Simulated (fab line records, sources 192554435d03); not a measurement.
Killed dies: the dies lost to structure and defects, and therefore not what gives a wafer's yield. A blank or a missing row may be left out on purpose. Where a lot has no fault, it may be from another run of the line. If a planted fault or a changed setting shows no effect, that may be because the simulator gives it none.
Which tool was responsible?	flow n5Finfet	24 lots with 72 wafers sampled at 3 steps, on a route of 1938 steps

## WHAT THE GAUGES SHOWED, per wafer
N5_WELL_APT_OVL_MEAS_09.
lot	measured	on	NWELL_OVL (nm)
L074	day 1 14:18	overlay-02	-4 7 1
L075	day 1 19:43	overlay-01	-11 -15 -2
L076	day 2 01:50	overlay-01	10 13 10
L077	day 2 07:45	overlay-01	2 0 -1
L078	day 2 13:45	overlay-02	6 3 0
L079	day 2 19:50	overlay-01	-8 -7 -5
L080	day 3 01:51	overlay-01	2 2 11
L081	day 3 08:22	overlay-02	6 -3 -2
L082	day 3 13:43	overlay-01	-5 -6 -4
L083	day 3 19:44	overlay-02	-1 -2 1
L084	day 4 01:44	overlay-02	-10 -7 2
L085	day 4 08:02	overlay-01	-9 -8 0
L086	day 4 13:44	overlay-02	1 -4 5
L087	day 4 19:43	overlay-01	1 2 -5
L088	day 5 01:50	overlay-01	-3 -11 -6
L089	day 5 07:49	overlay-01	-2 0 -14
L090	day 5 14:01	overlay-01	12 7 4
L091	day 5 19:51	overlay-01	9 0 11
L092	day 6 02:38	overlay-02	12 -3 6
L093	day 6 08:12	overlay-02	7 5 1
L094	day 6 14:43	overlay-02	-6 -3 1
L095	day 6 20:13	overlay-02	8 0 9
L096	day 7 01:35	overlay-02	11 1 9
L097	day 7 07:38	overlay-02	1 1 -8

N5_PMOS_HMC_CHANNEL_EPI_CD_MEAS_09: the cd target is 237.4 nm.
lot	measured	on	cdNm (nm)
L074	day 1 17:37	cdSem-03	236.6 237.8 236.6
L075	day 1 23:19	cdSem-02	236.9 237.3 236.9
L076	day 2 05:17	cdSem-03	236.0 236.3 235.5
L077	day 2 10:53	cdSem-02	235.6 235.9 237.1
L078	day 2 17:11	cdSem-01	236.8 236.4 237.5
L079	day 2 23:08	cdSem-02	236.9 236.7 236.4
L080	day 3 05:17	cdSem-03	237.5 237.3 238.9
L081	day 3 11:55	cdSem-03	236.8 237.5 236.5
L082	day 3 18:05	cdSem-01	237.6 237.5 237.8
L083	day 3 23:17	cdSem-01	236.1 237.5 237.7
L084	day 4 05:08	cdSem-03	237.2 237.5 237.1
L085	day 4 11:19	cdSem-01	237.6 235.4 235.2
L086	day 4 17:41	cdSem-03	237.0 237.0 236.3
L087	day 4 23:16	cdSem-03	236.4 237.8 237.5
L088	day 5 06:21	cdSem-03	238.8 237.8 237.4
L089	day 5 12:51	cdSem-01	237.0 237.5 237.6
L090	day 5 17:32	cdSem-01	238.0 238.2 237.4
L091	day 6 00:43	cdSem-01	236.2 237.7 237.5
L092	day 6 08:16	cdSem-02	236.6 236.8 236.6
L093	day 6 11:45	cdSem-03	237.3 237.1 237.4
L094	day 6 18:37	cdSem-03	237.5 236.0 238.2
L095	day 7 00:11	cdSem-03	236.6 236.9 237.0
L096	day 7 04:55	cdSem-03	236.6 237.6 237.5
L097	day 7 11:19	cdSem-03	234.2 235.2 236.8

## TOOL THAT RAN EACH LOT (tool first, then ch and the chambers of the sampled wafers, then the start)
lot	N5_WELL_APT_RTA_34
L074	rtpAnneal-01 ch 0, day 1 16:19
L075	rtpAnneal-01 ch 0, day 1 21:59
L076	rtpAnneal-02 ch 0, day 2 03:47
L077	rtpAnneal-01 ch 0, day 2 09:43
L078	rtpAnneal-02 ch 0, day 2 15:55
L079	rtpAnneal-02 ch 0, day 2 21:58
L080	rtpAnneal-01 ch 0, day 3 03:52
L081	rtpAnneal-02 ch 0, day 3 10:32
L082	rtpAnneal-01 ch 0, day 3 16:34
L083	rtpAnneal-02 ch 0, day 3 21:49
L084	rtpAnneal-02 ch 0, day 4 03:48
L085	rtpAnneal-01 ch 0, day 4 10:08
L086	rtpAnneal-02 ch 0, day 4 16:16
L087	rtpAnneal-01 ch 0, day 4 21:57
L088	rtpAnneal-01 ch 0, day 5 05:09
L089	rtpAnneal-01 ch 0, day 5 11:22
L090	rtpAnneal-01 ch 0, day 5 16:13
L091	rtpAnneal-01 ch 0, day 5 23:25
L092	rtpAnneal-02 ch 0, day 6 06:44
L093	rtpAnneal-02 ch 0, day 6 10:30
L094	rtpAnneal-02 ch 0, day 6 16:58
L095	rtpAnneal-02 ch 0, day 6 22:53
L096	rtpAnneal-01 ch 0, day 7 03:37
L097	rtpAnneal-01 ch 0, day 7 09:59
- N5_WELL_APT_RTA_34: time 10 s.

## WHAT THE TOOLS THEMSELVES READ (means of the sampled wafers that have a number; where no wafer has one, the mark that the record gives instead)
N5_WELL_APT_RTA_34.
lot	tool	lampPowerPct (%)	lamp_zone_3_pct (%)	wafer_temp_C_max
L074	rtpAnneal-01	12.96	13.014	1004.3
L075	rtpAnneal-01	12.97	12.992	1003.3
L076	rtpAnneal-02	13.04	12.961	1003.8
L077	rtpAnneal-01	13.02	12.989	1003.0
L078	rtpAnneal-02	13.00	12.993	1003.1
L079	rtpAnneal-02	13.02	12.991	1004.7
L080	rtpAnneal-01	13.05	12.981	1003.2
L081	rtpAnneal-02	13.00	12.972	1002.9
L082	rtpAnneal-01	13.00	12.976	1003.0
L083	rtpAnneal-02	12.99	12.983	1003.3
L084	rtpAnneal-02	13.03	12.986	1003.4
L085	rtpAnneal-01	13.02	12.995	1004.1
L086	rtpAnneal-02	13.00	13.006	1003.2
L087	rtpAnneal-01	13.03	12.998	1003.8
L088	rtpAnneal-01	13.05	12.983	1004.1
L089	rtpAnneal-01	13.00	12.988	1003.1
L090	rtpAnneal-01	12.99	13.016	1003.4
L091	rtpAnneal-01	13.04	12.998	1002.9
L092	rtpAnneal-02	13.03	12.987	1002.3
L093	rtpAnneal-02	13.00	13.012	1003.4
L094	rtpAnneal-02	13.06	12.992	1004.2
L095	rtpAnneal-02	12.97	13.007	1003.5
L096	rtpAnneal-01	13.05	12.992	1003.1
L097	rtpAnneal-01	12.99	12.983	1003.2

## THE ANSWER, worked out from the rows above alone
Rule: usual is defined by the lots themselves. Put in order of their means at a reading, lots are off if they are a third of the lots or fewer, leave a main group of 4 or more, and stand apart from it by a gap of 3 or more times the standard deviation of the main group's means; of several such gaps the widest counts. If all means in a main group match to the digits the tables above print for the reading, that group is not used. A lot without any number at a reading at which 4 lots or more have one is off too. The other lots that the step has rows for count as sound. After the gauges, taken in route order, come the tools' own readings; for these a lot's mean is taken, as printed above. The first step at which some lot is off is used, and at that step the reading that is off furthest; a lot without a number counts as furthest.
Across all readings shown, no lot is off: no conclusion can be drawn from this.

## WHAT THE SIMULATOR PUT IN
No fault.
